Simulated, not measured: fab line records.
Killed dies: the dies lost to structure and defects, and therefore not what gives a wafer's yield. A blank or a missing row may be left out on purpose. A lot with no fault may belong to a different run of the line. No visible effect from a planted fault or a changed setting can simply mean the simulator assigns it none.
Lot-split experiment | flow n5 finfet | 39 wafers read across 7 lots, on a route 1938 steps long

ON THE SPLIT
At N5_BEOL_M14_ILD_DEP_00 (deposits SiO2 from TEOS/O2, target thk 1119.3 nm, time 237.4 s), the setting time s was moved away from the recipe's 237.4 s on 15 of the 39 wafers read, by -52.7% to +26.2%. For the rest of the wafers, this setting stayed at what the recipe calls for.

There is no step in the file separating the split from the reading.

THE READING
M14_ILD_THK in nanometres, read at N5_BEOL_M14_THK_MEAS_01. On this fab line, fault-free wafers typically give 1123 nm with a standard deviation of 16 nm.

wafer  | tool, chamber at the split | time s as run, s | against the recipe | M14_ILD_THK, nm | against lot-mates on the recipe
L078.1 | pecvd-04, 0                | 112.4            | -52.7%             | 522             | -598
L078.2 | pecvd-04, 1                | 237.4            | recipe             | 1110            | -
L078.3 | pecvd-04, 2                | 237.4            | recipe             | 1120            | -
L078.4 | pecvd-04, 2                | 237.4            | recipe             | 1130            | -
L078.5 | pecvd-04, 0                | 112.4            | -52.7%             | 531             | -589
L078.6 | pecvd-04, 1                | 112.4            | -52.7%             | 545             | -575
L081.1 | pecvd-02, 0                | 237.4            | recipe             | 1108            | -
L081.2 | pecvd-02, 2                | 163.2            | -31.3%             | 773             | -355
L081.3 | pecvd-02, 1                | 163.2            | -31.3%             | 751             | -377
L081.4 | pecvd-02, 1                | 163.2            | -31.3%             | 773             | -355
L081.5 | pecvd-02, 0                | 237.4            | recipe             | 1141            | -
L081.6 | pecvd-02, 2                | 237.4            | recipe             | 1135            | -
L089.1 | pecvd-04, 0                | 237.4            | recipe             | 1108            | -
L089.2 | pecvd-04, 2                | 188.4            | -20.6%             | 878             | -243
L089.3 | pecvd-04, 1                | 188.4            | -20.6%             | 891             | -230
L089.4 | pecvd-04, 1                | 188.4            | -20.6%             | 916             | -205
L089.5 | pecvd-04, 0                | 237.4            | recipe             | 1124            | -
L089.6 | pecvd-04, 2                | 237.4            | recipe             | 1130            | -
L090.3 | pecvd-02, 0                | 237.4            | recipe             | 1125            | -
L090.5 | pecvd-02, 0                | 237.4            | recipe             | 1144            | -
L090.6 | pecvd-02, 2                | 237.4            | recipe             | 1133            | -
L091.1 | pecvd-01, 0                | 237.4            | recipe             | 1097            | -
L091.2 | pecvd-01, 1                | 237.4            | recipe             | 1112            | -
L091.3 | pecvd-01, 2                | 299.6            | +26.2%             | 1364            | +252
L091.4 | pecvd-01, 0                | 237.4            | recipe             | 1127            | -
L091.5 | pecvd-01, 2                | 299.6            | +26.2%             | 1385            | +273
L091.6 | pecvd-01, 1                | 299.6            | +26.2%             | 1415            | +303
L093.1 | pecvd-01, 0,1              | 237.4            | recipe             | 1114            | -
L093.2 | pecvd-01, 0,1              | 237.4            | recipe             | 1115            | -
L093.3 | pecvd-01, 2                | 237.4            | recipe             | 1098            | -
L093.4 | pecvd-01, 1,0              | 237.4            | recipe             | 1124            | -
L093.5 | pecvd-01, 2                | 237.4            | recipe             | 1105            | -
L093.6 | pecvd-01, 1,0              | 237.4            | recipe             | 1124            | -
L094.1 | pecvd-02, 1                | 237.4            | recipe             | 1101            | -
L094.2 | pecvd-02, 0                | 178.9            | -24.6%             | 828             | -285
L094.3 | pecvd-02, 2                | 237.4            | recipe             | 1104            | -
L094.4 | pecvd-02, 2                | 178.9            | -24.6%             | 848             | -265
L094.5 | pecvd-02, 1                | 178.9            | -24.6%             | 852             | -261
L094.6 | pecvd-02, 0                | 237.4            | recipe             | 1134            | -
Where a row lists several chambers, the file gives one row for several wafers and doesn't say which wafer went through which chamber.

THE FIT
A straight line over all 39 wafers: M14_ILD_THK changes by +11 nm for each +1% of time s; r = +1.00; the points scatter about the line by 15 nm.
The same after taking each lot's own level away (the mean of its wafers on the recipe; 39 wafers): +11.1 nm for each +1%; r = +1.00; scatter 14 nm.
The reading moves by 5.8e+02 nm for the largest change in time s, on that fit.
The span of the lots' own levels, 1112.0 to 1134.0 nm, comes to 1.4 times the standard deviation stated above.
Consequently the slope shifts little with the lot-to-lot level, the two slopes agreeing.
Check: -583 nm against its lot-mates is what the line predicts for one of the wafers moved furthest among these (-52.7%) when that wafer is left out of the fit. Against them it came out at -598 nm.

FURTHER SPLITS ON THESE WAFERS
Note: prior to the reading, these wafers also went through further splits. Each is held against what the fit with the lots' levels taken away leaves over:
other split on the same wafers      | wafers away from the commonest value | r with M14_ILD_THK (lot level and that fit taken away)
N5_BEOL_M10_ILD_DEP_00 target thk a | 12                                   | +0.03
N5_BEOL_M12_ETCH_68 time s          | 9                                    | -0.13

THE WHOLE CHAIN: every reading that the file lists as answering this split, in the file's order
step                    | what it does                                                   | reading                                                                             | change (the file's fit)              | r (the file's)
N5_BEOL_M14_ILD_DEP_00  | deposits SiO2 from TEOS/O2, target thk 1119.3 nm, time 237.4 s | SiO2_of_BEOL_M14_ILD_DEP_00.thk nm (the simulator's own value, which no gauge read) | +11.1 nm for each +1% of the setting | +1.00
N5_BEOL_M14_THK_MEAS_01 |                                                                | M14_ILD_THK                                                                         | +11.1 for each +1% of the setting    | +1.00
N5_BEOL_M14_VIA_ETCH_16 | etches SiO2 in C4F8/O2/Ar, target depth 1231.3 nm              | etch.depth nm (the simulator's own value, which no gauge read)                      | +11.1 nm for each +1% of the setting | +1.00
N5_BEOL_M14_VIA_ETCH_16 | etches SiO2 in C4F8/O2/Ar, target depth 1231.3 nm              | coat_of_BEOL_M14_COAT_04.thk nm (the simulator's own value, which no gauge read)    | -2.6 nm for each +1% of the setting  | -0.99

THE FILE'S OWN FIT
M14_ILD_THK changes by +11.1 nm for each +1% of time s, r = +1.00.
